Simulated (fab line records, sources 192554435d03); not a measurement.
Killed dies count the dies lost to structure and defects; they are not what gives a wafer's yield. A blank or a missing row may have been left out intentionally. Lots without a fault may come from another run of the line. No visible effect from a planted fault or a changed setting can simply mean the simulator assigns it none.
Problem report in the 8D (eight disciplines) form, filled by code :: flow n5Finfet :: the parts of the form that need people (team, actions taken, sign-off) are left out

1. WHAT WENT WRONG
At N5_PASSIVATION_PASS_ETCH_47, runLengthS averages 367.5 s over 4 wafers from 3 lots, while fault-free wafers read 408.4 s, standard deviation 0.48. Relative to the usual mean, that is a shift of -85 standard deviations.
The step: etches SiNx in CF4/O2, target depth 770 nm, time 385 s.
First observed at day 14 03:30: wafer L259.1, on rieDiel-06. Wafers with a number at this step in the record: 19, from 7 lots. The rule behind "out" and "out of limits": a value lying over 4 standard deviations away from the usual mean. The other wafers with a number count as sound.

2. WHAT THIS IS AND IS NOT
question: which readings at this step
is: runLengthS
is not: drypumpMotorCurrentA, oes_f_703_au, oes_o_777_au, oesProductAu, rfVppV, showerheadPlenumPTorr, throttleValvePct

question: which lots
is: L259, L265, L267
is not: L257, L264, L274, L277

question: which wafers of those lots
is: L259.1, L259.3, L265.3, L267.3
is not: L259.4, L265.6, L267.5

question: read on which tools
is: rieDiel-06
is not: rieDiel-04

question: when
is: from day 14 03:30
is not: up to then (4 sound wafers); but 11 sound wafers of L264, L265, L267, L274, L277 came after

3. WHAT RULES OUT EACH SUSPECT
Counting: if a tool at a process step up to the reading ran every lot that is out, it stays a suspect. Sound lots after the first of them don't rule it out here, since some wafers of a struck lot are sound.
- rieDiel-06 at N5_PASSIVATION_DESCUM_46 (chemistry O2, time 7.9 s): kept. It ran every lot that is out, first L259 (day 14 03:28).
- rieDiel-06 at N5_PASSIVATION_PASS_ETCH_47 (etches SiNx in CF4/O2, target depth 770 nm, time 385 s): kept. It ran every lot that is out, first L259 (day 14 03:30). On those wafers its own readings are out: runLengthS.
Left after counting: rieDiel-06 at N5_PASSIVATION_DESCUM_46, rieDiel-06 at N5_PASSIVATION_PASS_ETCH_47.

4. THE CAUSE (what the simulator had put in)
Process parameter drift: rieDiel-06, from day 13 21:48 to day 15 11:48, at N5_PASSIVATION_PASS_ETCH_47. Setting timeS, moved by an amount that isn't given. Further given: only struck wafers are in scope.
2 suspects survive the count, and this tool is in that group.

5. THE EFFECT CHAIN, in route order
Rows list readings where the struck wafers' mean (over those with a number) sits beyond 3 standard deviations from the usual. Only readings for which the record gives a usual standard deviation are gone through. hours: the time from each lot's start at the first step in this table that gives one to its start at this step, as a median over the lots. sigmas: the change in usual standard deviations.
hours: 0
step: N5_PASSIVATION_PASS_ETCH_47
reading: runLengthS
usual: 408.4 s
on struck wafers: 367.5
change: -40.9
sigmas: -85

hours: 3
step: N5_PASSIVATION_PROBE_49
reading: killedAtOther
usual: 3.9
on struck wafers: 13.0
change: +9.1
sigmas: +3.4
Here are the process steps it includes:
- N5_PASSIVATION_PASS_ETCH_47: etches SiNx in CF4/O2, target depth 770 nm, time 385 s.
- N5_PASSIVATION_PROBE_49

6. WHAT WOULD HAVE CAUGHT IT SOONER
The fault began at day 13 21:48; the first out-of-limits reading in this record came at day 14 03:30, 6 hours later.
